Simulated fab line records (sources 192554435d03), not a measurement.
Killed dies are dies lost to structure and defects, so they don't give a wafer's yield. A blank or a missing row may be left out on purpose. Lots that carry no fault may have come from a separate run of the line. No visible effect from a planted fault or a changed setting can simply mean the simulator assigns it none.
Which of the tools did it? :: flow n5Finfet :: 10 lots, 30 wafers sampled, at 2 steps of a route of 1938

== WHAT EACH GAUGE READ, for each wafer ==
N5_BEOL_M7_INSPECT_13: inspects for defects (brightfield).
lot: L405
measured: day 11 20:03
on: defectInspect-01
rawDefectCount: 257 249 265

lot: L407
measured: day 12 10:43
on: defectInspect-01
rawDefectCount: 450 417 432

lot: L410
measured: day 13 12:05
on: defectInspect-02
rawDefectCount: 339 430 347

lot: L409
measured: day 13 16:17
on: defectInspect-02
rawDefectCount: 336 375 389

lot: L417
measured: day 14 11:25
on: defectInspect-01
rawDefectCount: 276 406 273

lot: L415
measured: day 14 21:14
on: defectInspect-01
rawDefectCount: 494 354 522

lot: L419
measured: day 15 06:02
on: defectInspect-01
rawDefectCount: 489 441 506

lot: L422
measured: day 15 12:40
on: defectInspect-01
rawDefectCount: 595 594 717

lot: L427
measured: day 17 12:16
on: defectInspect-02
rawDefectCount: 718 446 448

lot: L428
measured: day 17 12:38
on: defectInspect-01
rawDefectCount: 404 386 377

== TOOL THAT RAN EACH LOT (tool first, then ch and the chambers of the sampled wafers, then the start) ==
lot: L405
N5_BEOL_M7_ILD_DEP_00: pecvd-04 ch 0,1,2, day 11 18:05

lot: L407
N5_BEOL_M7_ILD_DEP_00: pecvd-03 ch 1,2, day 12 09:04

lot: L410
N5_BEOL_M7_ILD_DEP_00: pecvd-03 ch 0,1,2, day 13 08:57

lot: L409
N5_BEOL_M7_ILD_DEP_00: pecvd-03 ch 0,1,2, day 13 14:20

lot: L417
N5_BEOL_M7_ILD_DEP_00: pecvd-03 ch 0,2, day 14 07:55

lot: L415
N5_BEOL_M7_ILD_DEP_00: pecvd-03 ch 1,2, day 14 19:24

lot: L419
N5_BEOL_M7_ILD_DEP_00: pecvd-04 ch 0,1, day 15 03:08

lot: L422
N5_BEOL_M7_ILD_DEP_00: pecvd-01 ch 0,1,2, day 15 11:27

lot: L427
N5_BEOL_M7_ILD_DEP_00: pecvd-03 ch 0,2, day 17 09:43

lot: L428
N5_BEOL_M7_ILD_DEP_00: pecvd-04 ch 0,1, day 17 11:13
- N5_BEOL_M7_ILD_DEP_00: deposits SiCOH lowk from DEMS/porogen, target thk 179.75 nm, time 33.4 s.

== AS READ BY THE TOOLS THEMSELVES (means over the sampled wafers that have a number; for cases with no such wafer, the mark the record gives instead) ==
N5_BEOL_M7_ILD_DEP_00.
lot: L405
tool: pecvd-04
chamberPressureTorr (Torr): 5.002
heaterPowerW (W): 319
showerheadPlenumPTorr (Torr): 5.745
showerheadVppV (V): 1369
throttleValvePct (%): 14.1

lot: L407
tool: pecvd-03
chamberPressureTorr (Torr): 4.994
heaterPowerW (W): 325
showerheadPlenumPTorr (Torr): 5.737
showerheadVppV (V): 1424
throttleValvePct (%): 14.0

lot: L410
tool: pecvd-03
chamberPressureTorr (Torr): 5.002
heaterPowerW (W): 314
showerheadPlenumPTorr (Torr): 5.737
showerheadVppV (V): 1402
throttleValvePct (%): 13.6

lot: L409
tool: pecvd-03
chamberPressureTorr (Torr): 4.998
heaterPowerW (W): 309
showerheadPlenumPTorr (Torr): 5.730
showerheadVppV (V): 1403
throttleValvePct (%): 13.6

lot: L417
tool: pecvd-03
chamberPressureTorr (Torr): 4.999
heaterPowerW (W): 358
showerheadPlenumPTorr (Torr): 5.734
showerheadVppV (V): 1409
throttleValvePct (%): 13.3

lot: L415
tool: pecvd-03
chamberPressureTorr (Torr): 4.992
heaterPowerW (W): 307
showerheadPlenumPTorr (Torr): 5.731
showerheadVppV (V): 1449
throttleValvePct (%): 13.2

lot: L419
tool: pecvd-04
chamberPressureTorr (Torr): 5.008
heaterPowerW (W): 320
showerheadPlenumPTorr (Torr): 5.740
showerheadVppV (V): 1363
throttleValvePct (%): 14.8

lot: L422
tool: pecvd-01
chamberPressureTorr (Torr): 4.997
heaterPowerW (W): 355
showerheadPlenumPTorr (Torr): 5.727
showerheadVppV (V): 1375
throttleValvePct (%): 14.0

lot: L427
tool: pecvd-03
chamberPressureTorr (Torr): 4.995
heaterPowerW (W): 368
showerheadPlenumPTorr (Torr): 5.724
showerheadVppV (V): 1451
throttleValvePct (%): 13.0

lot: L428
tool: pecvd-04
chamberPressureTorr (Torr): 4.994
heaterPowerW (W): 334
showerheadPlenumPTorr (Torr): 5.751
showerheadVppV (V): 1364
throttleValvePct (%): 14.8

== THE ANSWER, worked out from the rows above alone ==
Rule: what is usual is taken from the lots themselves. The widest of any qualifying gaps counts: lots, ordered by their means at a reading, are off when they make up no more than a third of the lots, leave a main group of 4 or more, and stand apart from it by 3 or more times the standard deviation of that group's means. The tables above print the reading to a certain number of digits; a main group whose means all agree to those digits is not used. Also off: a lot with no number at a reading for which 4 or more lots have one. Any other lot the step has rows for is counted as sound. First the gauges in route order, then the tools' own readings, where a lot's mean is used as printed above. At the first step where some lot is off, the reading lying furthest off is the one used; lots without a number count as furthest.
No lot is off on any of the readings shown, so nothing can be concluded from this.

== WHAT THE SIMULATOR PUT IN ==
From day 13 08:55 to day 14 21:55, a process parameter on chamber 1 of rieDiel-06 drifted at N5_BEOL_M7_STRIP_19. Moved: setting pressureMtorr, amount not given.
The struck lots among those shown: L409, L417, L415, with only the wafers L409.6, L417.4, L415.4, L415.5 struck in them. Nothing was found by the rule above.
